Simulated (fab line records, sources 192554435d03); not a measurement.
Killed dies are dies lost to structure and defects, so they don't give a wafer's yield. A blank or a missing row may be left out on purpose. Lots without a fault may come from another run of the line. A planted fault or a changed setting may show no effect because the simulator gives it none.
Chamber matching | flow n5_finfet | N5_HKMG_FIN_ALD_74 on ald_hk-01: 4 sister chambers
The step deposits La2O3, target thk 0.5 nm, pulse time 6 s, co reactant pulse time 1 s. 18 wafers are shown with their chamber, then 9 later ones without.

WAFERS WITH THEIR CHAMBER
wafer  | chamber | heater_power_w (W) | precursor_pulse_height_rel
L076.2 | 0       | 355                | 1.009
L076.3 | 2       | 355                | 0.977
L076.4 | 1       | 335                | 0.994
L077.3 | 0       | 341                | 1.023
L077.4 | 1       | 323                | 0.963
L077.5 | 1       | 326                | 1.042
L078.1 | 1       | 329                | 0.976
L078.2 | 0       | 343                | 0.985
L078.4 | 2       | 359                | 0.960
L085.1 | 2       | 367                | 1.021
L085.3 | 1       | 332                | 0.978
L085.5 | 0       | 345                | 1.004
L086.1 | 3       | 409                | 0.975
L086.2 | 0       | 334                | 1.012
L086.6 | 2       | 364                | 0.997
L087.1 | 1       | 339                | 0.979
L087.5 | 2       | 372                | 0.982
L087.6 | 1       | 333                | 0.997

SIGNATURES (means of the wafers above)
reading                    | chamber 0 | chamber 1 | chamber 2 | chamber 3 | scatter within a chamber
heater_power_w             | 343.60    | 331.00    | 363.40    | 409.00    | 6.47
precursor_pulse_height_rel | 1.00660   | 0.98986   | 0.98740   | 0.97500   | 0.0221
Rule: a wafer's distance from a chamber is the root of the sum, over the readings, of the square of ((its reading less the chamber's mean) divided by the reading's scatter). The wafer belongs to the nearest chamber; if the next one is less than 2 further off, it can't be placed. The scatter: the root of (the sum of the squares of (reading less its chamber's mean) over the shown wafers, divided by (wafers less chambers)).

WAFERS WITHOUT THEIR CHAMBER
wafer  | heater_power_w (W) | precursor_pulse_height_rel
L091.2 | 362                | 0.971
L091.3 | 335                | 0.986
L091.5 | 418                | 0.977
L092.1 | 362                | 1.021
L092.4 | 332                | 0.985
L092.6 | 351                | 0.954
L095.1 | 372                | 0.995
L095.5 | 419                | 0.995
L095.6 | 351                | 1.007

WHICH CHAMBER EACH WENT THROUGH
wafer  | from the rows above          | in truth
L091.2 | 2                            | 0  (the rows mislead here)
L091.3 | can't be placed: 1 or 0      | 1
L091.5 | 3                            | 3
L092.1 | can't be placed: 2 or 0      | 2
L092.4 | can't be placed: 1 or 0      | 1
L092.6 | can't be placed: 2 or 0 or 1 | 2
L095.1 | 2                            | 2
L095.5 | 3                            | 3
L095.6 | can't be placed: 0 or 2      | 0
Placed correctly: 3 of 9. Can't be placed from these rows: 5 (the true chamber is among the candidates in 5). Placed wrongly: 1.
